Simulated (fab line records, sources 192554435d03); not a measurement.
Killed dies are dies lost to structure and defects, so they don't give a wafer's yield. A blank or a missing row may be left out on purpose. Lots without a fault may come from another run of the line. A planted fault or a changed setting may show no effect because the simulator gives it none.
fab line records | flow n5_finfet
record lots=3 wafers=9 last_day=16
route steps=1938 shown BEOL_M7@1324 BEOL_M8@1332 PASSIVATION@1936
lots that met no fault: from a run of the same line without faults
start_h: hours from the record's first day to the start of the lot's first wafer shown | wait_h: hours since the lot's step before | " the same as in the row above | L1.1+2: a row that stands for several wafers | - no value, or no start given | * or withheld: withheld | < > ~ a bound
route shown NAME@n: a module of which the file shows steps, and the number in the route of the first | usual: mean/standard deviation of fault-free wafers | same: alike in all rows | chamber/n: place in a boat | sites: the reading at each site | _std_site: their standard deviation | _edge_site: outer sites' mean less inner sites' | radius_mm: how far each site lies from the wafer's centre | mask NAME#n: copy n | behind: the tool/chamber that last shaped the wafer | hold: why the lot was held/for how many hours/how that ended | device: the transistor (n, p or np) that didn't switch | end of line: the same wafers' tests at the end of the route | a step without rows: its recipe alone | killed: dies lost to structure and defects at the first sort, not the wafer's yield | map: a wafer's dies, x killed, . not, _ none there
set.NAME: the setting as run; set.NAME@STEP: as run at that earlier step | model.NAME: the simulator's own value behind a step, which no gauge read
lots at some steps of the route; a table a step, a row a wafer
## steps
# step N5_BEOL_M7_ECD_50
# recipe material=Cu target_thk_a=3000
# step N5_BEOL_M7_ANNEAL_51
# recipe temp_c=225 time_s=90 ambient=N2
# step N5_BEOL_M7_CMP_52
# recipe stop_on=SiCOH_lowk t_overpolish_s=6.9 down_force_psi=1 platen_rpm=50 clearing_platen_down_force_psi=1.5 clearing_platen_rpm=50 post_cmp_clean=cu_alkaline target_thk_nm=80 clearing_platen_pad_velocity_m_s=0.99484 pad_velocity_m_s=0.99484
# step N5_BEOL_M7_PRE_CLEAN_55
# recipe gas=NH3 time_s=15 temp_c=withheld rf_power_w=300
# step N5_BEOL_M7_DEP_56
# recipe material=SiCN target_thk_a=100 temp_c=withheld precursor=3MS/NH3 pressure_torr=3 rf_w=202 time_s=17.5
# step N5_BEOL_M8_ILD_DEP_00
# recipe material=SiCOH_lowk target_thk_a=1797.5 temp_c=300 precursor=DEMS/porogen pressure_torr=5 rf_w=500 time_s=33.4
# step N5_BEOL_M8_CURE_74
# recipe temp_c=385 time_s=240 ambient=He/Ar material=SiCOH_lowk
# step N5_BEOL_M8_PECVD_70
# recipe material=SiO2 target_thk_a=200 temp_c=400 precursor=TEOS/O2 pressure_torr=5.5 rf_w=450 teos_flow_sccm=53.8 gas=O2 flow_sccm=3000 time_s=22.7
# step N5_BEOL_M8_HM_DEP_02
# recipe material=TiN target_thk_a=200 temp_c=25 chamber_pressure_pa=0.49996
# usual throttle_valve_pct=29.5/0.75
# columns lot.wafer tool chamber start_h wait_h throttle_valve_pct
L119.1 pvd_sputter-02 - 237.17 1.6 29.5
L119.2 " - " " 30.5
L119.4 " - " " 28.0
L129.1 pvd_sputter-02 - 296.18 0.7 29.5
L129.3 " - " " 30.6
L129.4 " - " " 28.2
L132.4 pvd_sputter-03 - 308.26 1.3 29.4
L132.5 " - " " 30.3
L132.6 " - " " 29.4
# step N5_BEOL_M8_COAT_59
# recipe resist=SOC temp_c=250 time_s=60 spin_rpm=1500 resist_thk_nm=100
# step N5_BEOL_M8_COAT_60
# recipe resist=SiARC temp_c=220 time_s=60 spin_rpm=1500 resist_thk_nm=35
# step N5_BEOL_M8_COAT_05
# recipe resist=CAR-ArF spin_rpm=1500 resist_thk_nm=90
# step N5_BEOL_M8_EBR_07
# recipe solvent=PGMEA ebr_width_mm=1.5
# step N5_BEOL_M8_SOFTBAKE_06
# recipe temp_c=110 time_s=60 resist=CAR-ArF
# step N5_BEOL_M8_EXPOSE_08
# recipe mask_id=M8 na=1.35 source_shape=dipole sigma_inner=0.817 sigma_outer=0.97 polarization=te dose_mj=68.25
# step N5_BEOL_M8_PEB_09
# recipe peb_temp_c=withheld peb_time_s=60 resist=CAR-ArF
# step N5_BEOL_M8_DEVELOP_10
# recipe develop_time_s=30 developer=TMAH resist=CAR-ArF rinse_liquid=diw dry=air_spin dev_temp_c=23
# step N5_BEOL_M8_DESCUM_16
# recipe chemistry=O2 time_s=7.9 source_power_w=50 bias_power_w=20 pressure_mtorr=20 rf_frequency_hz=2.712e+07 temp_c=40 resist=CAR-ArF o2_flow_sccm=225
# step N5_BEOL_M8_ETCH_61
# recipe chemistry=CF4 target=SiARC target_depth_a=455 mask_material=CAR-ArF time_s=75.8 ion_energy_ev=80 pressure_mtorr=40 source_w=545 bias_w=36 Ar_flow_sccm=100 cf4_flow_sccm=100 ends=cleared
# step N5_BEOL_M8_ETCH_62
# recipe chemistry=N2/H2 target=SOC target_depth_a=1100 overetch_a=220 mask_material=SiARC temp_c=40 time_s=165 ion_energy_ev=200 pressure_mtorr=30 source_w=840 bias_w=150 n2_flow_sccm=200 h2_flow_sccm=200
# step N5_BEOL_M8_STRIP_68
# recipe chemistry=N2/H2 temp_c=40 n2_flow_sccm=200 h2_flow_sccm=200 rf_frequency_hz=6e+07
# step N5_BEOL_M8_STRIP_67
# recipe chemistry=CF4 resist=SiARC power_w=300 bias_power_w=75 pressure_mtorr=50 cf4_flow_sccm=150 rf_frequency_hz=6e+07
# step N5_BEOL_M8_HM_OPEN_17
# recipe chemistry=Cl2/BCl3 target_depth_a=200 overetch_a=60 target=TiN mask_material=SOC ion_energy_ev=150 pressure_mtorr=10 icp_w=1000 bias_w=126 Cl2_flow_sccm=53.25 bcl3_flow_sccm=21.75 Ar_flow_sccm=25
# step N5_BEOL_M8_STRIP_19
# recipe chemistry=O2 power_w=400 temp_c=40 pressure_mtorr=30 rf_frequency_hz=6e+07 bias_power_w=0 overash_fraction=0.2 o2_flow_sccm=225
# step N5_BEOL_M8_COAT_63
# recipe resist=SOC temp_c=250 time_s=60 spin_rpm=1500 resist_thk_nm=60
# step N5_BEOL_M8_COAT_64
# recipe resist=SiARC temp_c=220 time_s=60 spin_rpm=1500 resist_thk_nm=12
# step N5_BEOL_M8_COAT_71
# recipe resist=underlayer temp_c=205 time_s=60 spin_rpm=1500 resist_thk_nm=5
# step N5_BEOL_M8_COAT_22
# recipe resist=CAR-EUV spin_rpm=1500 resist_thk_nm=30
# step N5_BEOL_M8_EBR_24
# recipe solvent=PGMEA ebr_width_mm=1.5
# step N5_BEOL_M8_SOFTBAKE_23
# recipe temp_c=110 time_s=60 resist=CAR-EUV
# step N5_BEOL_M8_EXPOSE_25
# recipe mask_id=V7 na=0.33 source_shape=annular sigma_inner=0.4 sigma_outer=0.8 polarization=unpolarized target_cd_nm=40 dose_mj=42.5
# step N5_BEOL_M8_PEB_26
# recipe peb_temp_c=100 peb_time_s=60 resist=CAR-EUV
# step N5_BEOL_M8_DEVELOP_27
# recipe develop_time_s=30 developer=TMAH resist=CAR-EUV rinse_liquid=surfactant_rinse dry=air_spin dev_temp_c=23
# step N5_PASSIVATION_PROBE_49
# usual defect_limited_yield=91.1/1.4 killed_at_M0_to_M3=33/10 killed_at_M4_up=15/5.8 killed_at_contacts=13/5.9 killed_at_front_end=39/11 killed_at_other=4/3.6 killed_dies=105/16 killed_open=68/11 killed_short=34/7.8 sort_bin_5_function=5.2/0.88 sort_bin_6_memory=3.3/0.61 sort_n_pass=1075/16 sort_yield_pct=91.1/1.4
# same gross_dies=1180 killed_at_back_side=0 sort_bin_4_leakage[%]=0 sort_bin_8_speed[%]=0
# columns lot.wafer tool chamber start_h wait_h defect_limited_yield[%] killed_at_M0_to_M3 killed_at_M4_up killed_at_contacts killed_at_front_end killed_at_other killed_dies killed_open killed_short sort_bin_5_function[%] sort_bin_6_memory[%] sort_n_pass sort_yield_pct[%]
L119.1 prober-01 - 309.27 0.2 93.1 24 7 10 40 1 82 48 22 4.1 1.9 1098 93.1
L119.2 prober-01 - 309.32 0.2 92.7 30 5 10 41 0 86 57 25 3.9 3.1 1094 92.7
L119.4 prober-01 - 309.42 0.3 93.1 21 14 7 36 4 82 51 26 4.1 2.7 1098 93.1
L129.3 prober-02 - 369.53 0.1 82.1 24 134 9 41 3 211 63 39 12.2 3.8 969 82.1
# killed by level:class
L119.1 MOL_CONTACT_COAG:geometric_particle:open=10 HKMG_FIN:area_etch=9 BEOL_M1:geometric_particle:open=7 STI_FIN_REVEAL:geometric_particle:open=5 FIN_SAQP:geometric_particle:open=4 FIN_SAQP:geometric_particle:short=3 STI_FIN_REVEAL:geometric_particle:short=3 DUMMY_GATE:geometric_particle:open=3
L119.2 FIN_SAQP:geometric_particle:open=9 MOL_CONTACT_COAG:geometric_particle:open=9 FIN_SAQP:geometric_particle:short=6 GATE_CUT:geometric_particle:short=6 BEOL_M3:geometric_particle:open=6 STI_FIN_REVEAL:geometric_particle:open=5 DUMMY_GATE:geometric_particle:open=5 BEOL_M1:geometric_particle:open=5
L119.4 FIN_SAQP:geometric_particle:open=9 FIN_SAQP:geometric_particle:short=8 BEOL_M1:geometric_particle:open=6 STI_FIN_REVEAL:geometric_particle:open=4 BEOL_M2:geometric_particle:open=4 BEOL_M3:geometric_particle:open=4 GATE_CUT:geometric_particle:short=3 MOL_CONTACT_COAG:geometric_particle:open=3
L129.3 BEOL_M8:unspecified=108 ILD0:geometric_particle:short=11 BEOL_M4:geometric_particle:open=11 MOL_CONTACT_COAG:geometric_particle:open=7 BEOL_M0_SAQP:geometric_particle:short=7 BEOL_M0_SAQP:geometric_particle:open=7 BEOL_M4:geometric_particle:short=7 STI_FIN_REVEAL:geometric_particle:open=6
# map L129.3 (x killed, . not)
_________________......x.....________________
______________...xx............._____________
___________......x..x..............__________
__________x.......xxxx.x..........x._________
________.....x.xxxxxxx.x.............._______
_______......xxxxxxxxxxxxxx............______
______x......xxxxxxxxxxx......x.......xx_____
_____..xx..x..xxxxxxxxxxx........x....x..____
____.........xxxxxxxxxxxx............x....___
___..x.x..x..xxxxxxxxxxxxx......x.........x__
___..........xxxxxxxxxxx...................__
__..........x...xxxxx.xx.x.x.x.............._
__.....x.....xx...xxx.xxx........x.........x_
_...x..x....x..x..xxx...x.x........x.........
_........x....x.x........x.....x......x......
_...x..........x.x..x..xx...x.....xx.........
_.......................x..........x.........
_.........................x............x...x.
_.....x.....................................x
_....x.x.........................x...........
_.....x.....................x....x..........x
__......x..........x..................x....._
__.........x.....x.........x..xx..x........._
___.................x......................__
___xx.....xx.........x.....x....x..........__
____......x...x...........................___
_____........x............x............x.____
______.x......x...................xx...._____
_______.......xx.x............x..x.....______
________..xx..............x......xx..._______
__________..x.....x............x...._________
___________...x....x.....x.........__________
______________.................._____________
_________________............________________
# map L119.2 (x killed, . not)
_________________..x........x________________
______________.................._____________
___________......x....x............__________
__________...........x..........x..._________
________.....................xx......._______
_______....x......x.............x......______
______...........x......x....x..x......._____
_____................x...................____
____x....x................................___
___x.......................................__
___...............x....x...x...............__
__..................x.x..x...........x......_
__x............x....x..................x...._
_.....xx.......x..x..x........x..............
_............................................
_............................................
_....xx.............x.......x......x.........
_.............................x........x.....
_.................................x.....x....
_..................x...x................x....
_x.........................x..........x......
__........x...x............................._
__................xx..............x........._
___........x..............x................__
___.......................x...............x__
____.....x.xx.......................x.x...___
_____x.................x............x....____
______.....x....x..........x..xx........_____
_______........................x.......______
________x...............x...........x._______
__________x...............x....x..x._________
___________.....x.............x...x__________
______________...x...........x.._____________
_________________............________________
## key
first_sign step=N5_PASSIVATION_PROBE_49 reading=killed_at_M4_up direction=up sigmas=21 usual=15 struck=134
effect step=N5_PASSIVATION_PROBE_49 reading=defect_limited_yield direction=down sigmas=6.7 usual=91.1 struck=82.1
more_kills_born_at N5_BEOL_M8_HM_DEP_02@pvd_sputter-02=108
met_at N5_BEOL_M8_HM_DEP_02
struck_wafers L129.3
onset_between 237.17 296.18
fault kind=chamber_particle_source tool=pvd_sputter-02 chamber=- onset_h=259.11 steps=N5_BEOL_M8_HM_DEP_02 rate_per_visit_cm2=0.45123 end_h=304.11 scope=struck_wafers_only
